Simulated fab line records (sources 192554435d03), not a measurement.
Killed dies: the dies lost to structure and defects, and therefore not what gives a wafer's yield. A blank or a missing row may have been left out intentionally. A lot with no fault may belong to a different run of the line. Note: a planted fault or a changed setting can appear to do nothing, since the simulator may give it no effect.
Split-lot trial || flow n5Finfet || on a route of 1938 steps: 7 lots, 21 wafers read

== THE SPLIT ==
At N5_BEOL_M8_COAT_22 (resist thk 30 nm), the setting spinRpm was moved away from the recipe's 1500 rpm on 8 of the 21 wafers read, by -6.1% to +10.3%. For the rest of the wafers, this setting stayed at what the recipe calls for.

== FROM THE SPLIT TO THE READING: what the file shows between them, 4 steps ==
- N5_BEOL_M8_EBR_24
- N5_BEOL_M8_SOFTBAKE_23: time 60 s
- N5_BEOL_M8_EXPOSE_25: exposes mask V7, target cd 40 nm
- N5_BEOL_M8_PEB_26: peb time 60 s

== THE READING ==
CAR-EUV_of_BEOL_M8_COAT_22.thkNm (the simulator's own value, which no gauge read), in nm, at N5_BEOL_M8_DEVELOP_27 (develop time 30 s). The file gives no usual value for it. Here, 13 wafers ran the recipe; their average is 29.6 nm with a standard deviation of 0.084 nm.

{"wafer": "L075.1", "tool, chamber at the split": "lithoTrack-02, 0", "spinRpm as run, rpm": 1500, "against the recipe": "recipe", "CAR-EUV_of_BEOL_M8_COAT_22.thkNm, nm": 29.6, "against lot-mates on the recipe": "-"}
{"wafer": "L075.2", "tool, chamber at the split": "lithoTrack-02, 0", "spinRpm as run, rpm": 1500, "against the recipe": "recipe", "CAR-EUV_of_BEOL_M8_COAT_22.thkNm, nm": 29.6, "against lot-mates on the recipe": "-"}
{"wafer": "L075.5", "tool, chamber at the split": "lithoTrack-02, 0", "spinRpm as run, rpm": 1500, "against the recipe": "recipe", "CAR-EUV_of_BEOL_M8_COAT_22.thkNm, nm": 29.6, "against lot-mates on the recipe": "-"}
{"wafer": "L080.1", "tool, chamber at the split": "lithoTrack-05, 0", "spinRpm as run, rpm": 1654, "against the recipe": "+10.3%", "CAR-EUV_of_BEOL_M8_COAT_22.thkNm, nm": 28, "against lot-mates on the recipe": -1.6}
{"wafer": "L080.3", "tool, chamber at the split": "lithoTrack-05, 0", "spinRpm as run, rpm": 1500, "against the recipe": "recipe", "CAR-EUV_of_BEOL_M8_COAT_22.thkNm, nm": 29.6, "against lot-mates on the recipe": "-"}
{"wafer": "L080.4", "tool, chamber at the split": "lithoTrack-05, 0", "spinRpm as run, rpm": 1500, "against the recipe": "recipe", "CAR-EUV_of_BEOL_M8_COAT_22.thkNm, nm": 29.6, "against lot-mates on the recipe": "-"}
{"wafer": "L086.2", "tool, chamber at the split": "lithoTrack-01, 0", "spinRpm as run, rpm": 1500, "against the recipe": "recipe", "CAR-EUV_of_BEOL_M8_COAT_22.thkNm, nm": 29.4, "against lot-mates on the recipe": "-"}
{"wafer": "L086.3", "tool, chamber at the split": "lithoTrack-01, 0", "spinRpm as run, rpm": 1500, "against the recipe": "recipe", "CAR-EUV_of_BEOL_M8_COAT_22.thkNm, nm": 29.4, "against lot-mates on the recipe": "-"}
{"wafer": "L086.4", "tool, chamber at the split": "lithoTrack-01, 0", "spinRpm as run, rpm": 1500, "against the recipe": "recipe", "CAR-EUV_of_BEOL_M8_COAT_22.thkNm, nm": 29.4, "against lot-mates on the recipe": "-"}
{"wafer": "L087.1", "tool, chamber at the split": "lithoTrack-05, 0", "spinRpm as run, rpm": 1500, "against the recipe": "recipe", "CAR-EUV_of_BEOL_M8_COAT_22.thkNm, nm": 29.6, "against lot-mates on the recipe": "-"}
{"wafer": "L087.3", "tool, chamber at the split": "lithoTrack-05, 0", "spinRpm as run, rpm": 1589, "against the recipe": "+5.9%", "CAR-EUV_of_BEOL_M8_COAT_22.thkNm, nm": 28.6, "against lot-mates on the recipe": -1.0}
{"wafer": "L087.5", "tool, chamber at the split": "lithoTrack-05, 0", "spinRpm as run, rpm": 1589, "against the recipe": "+5.9%", "CAR-EUV_of_BEOL_M8_COAT_22.thkNm, nm": 28.6, "against lot-mates on the recipe": -1.0}
{"wafer": "L093.1", "tool, chamber at the split": "lithoTrack-01, 0", "spinRpm as run, rpm": 1636, "against the recipe": "+9.1%", "CAR-EUV_of_BEOL_M8_COAT_22.thkNm, nm": 28.2, "against lot-mates on the recipe": "no lot-mate on the recipe"}
{"wafer": "L093.6", "tool, chamber at the split": "lithoTrack-01, 0", "spinRpm as run, rpm": 1636, "against the recipe": "+9.1%", "CAR-EUV_of_BEOL_M8_COAT_22.thkNm, nm": 28.2, "against lot-mates on the recipe": "no lot-mate on the recipe"}
{"wafer": "L093.4", "tool, chamber at the split": "lithoTrack-01, 0", "spinRpm as run, rpm": 1636, "against the recipe": "+9.1%", "CAR-EUV_of_BEOL_M8_COAT_22.thkNm, nm": 28.4, "against lot-mates on the recipe": "no lot-mate on the recipe"}
{"wafer": "L095.1", "tool, chamber at the split": "lithoTrack-02, 0", "spinRpm as run, rpm": 1500, "against the recipe": "recipe", "CAR-EUV_of_BEOL_M8_COAT_22.thkNm, nm": 29.6, "against lot-mates on the recipe": "-"}
{"wafer": "L095.6", "tool, chamber at the split": "lithoTrack-02, 0", "spinRpm as run, rpm": 1500, "against the recipe": "recipe", "CAR-EUV_of_BEOL_M8_COAT_22.thkNm, nm": 29.6, "against lot-mates on the recipe": "-"}
{"wafer": "L095.4", "tool, chamber at the split": "lithoTrack-02, 0", "spinRpm as run, rpm": 1650, "against the recipe": "+10.0%", "CAR-EUV_of_BEOL_M8_COAT_22.thkNm, nm": 28.2, "against lot-mates on the recipe": -1.4}
{"wafer": "L097.1", "tool, chamber at the split": "lithoTrack-05, 0", "spinRpm as run, rpm": 1500, "against the recipe": "recipe", "CAR-EUV_of_BEOL_M8_COAT_22.thkNm, nm": 29.6, "against lot-mates on the recipe": "-"}
{"wafer": "L097.5", "tool, chamber at the split": "lithoTrack-05, 0", "spinRpm as run, rpm": 1500, "against the recipe": "recipe", "CAR-EUV_of_BEOL_M8_COAT_22.thkNm, nm": 29.6, "against lot-mates on the recipe": "-"}
{"wafer": "L097.4", "tool, chamber at the split": "lithoTrack-05, 0", "spinRpm as run, rpm": 1408, "against the recipe": "-6.1%", "CAR-EUV_of_BEOL_M8_COAT_22.thkNm, nm": 30.6, "against lot-mates on the recipe": "+1.0"}

FIT RESULTS
A straight line over all 21 wafers: CAR-EUV_of_BEOL_M8_COAT_22.thkNm changes by -0.148 nm for each +1% of spinRpm; r = -0.99; the points scatter about the line by 0.095 nm.
The same after taking each lot's own level away (the mean of its wafers on the recipe; 18 wafers): -0.155 nm for each +1%; r = -1.00; scatter 0.049 nm.
According to that fit, moving spinRpm by its largest amount changes the reading by 1.6 nm.
The lots' own levels span 29.40 to 29.60 nm, that is 2.4 times the standard deviation above.
The two slopes are in agreement: the lot-to-lot level therefore moves the slope only a little.
Check: -1.58 nm against its lot-mates is what the line predicts for one of the wafers moved furthest among these (+10.3%) when that wafer is left out of the fit. Against them it came out at -1.6 nm.

== THE WHOLE CHAIN: every reading that the file lists as answering this split, in the file's order ==
{"step": "N5_BEOL_M8_COAT_22", "what it does": "resist thk 30 nm", "reading": "CAR-EUV_of_BEOL_M8_COAT_22.thkNm (the simulator's own value, which no gauge read)", "change (the file's fit)": "-0.145 nm for each +1% of the setting", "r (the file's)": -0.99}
{"step": "N5_BEOL_M8_DEVELOP_27", "what it does": "develop time 30 s", "reading": "CAR-EUV_of_BEOL_M8_COAT_22.thkNm (the simulator's own value, which no gauge read)", "change (the file's fit)": "-0.153 nm for each +1% of the setting", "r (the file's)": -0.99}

== THE FILE'S OWN FIT ==
CAR-EUV_of_BEOL_M8_COAT_22.thkNm changes by -0.153 nm for each +1% of spinRpm, r = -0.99.
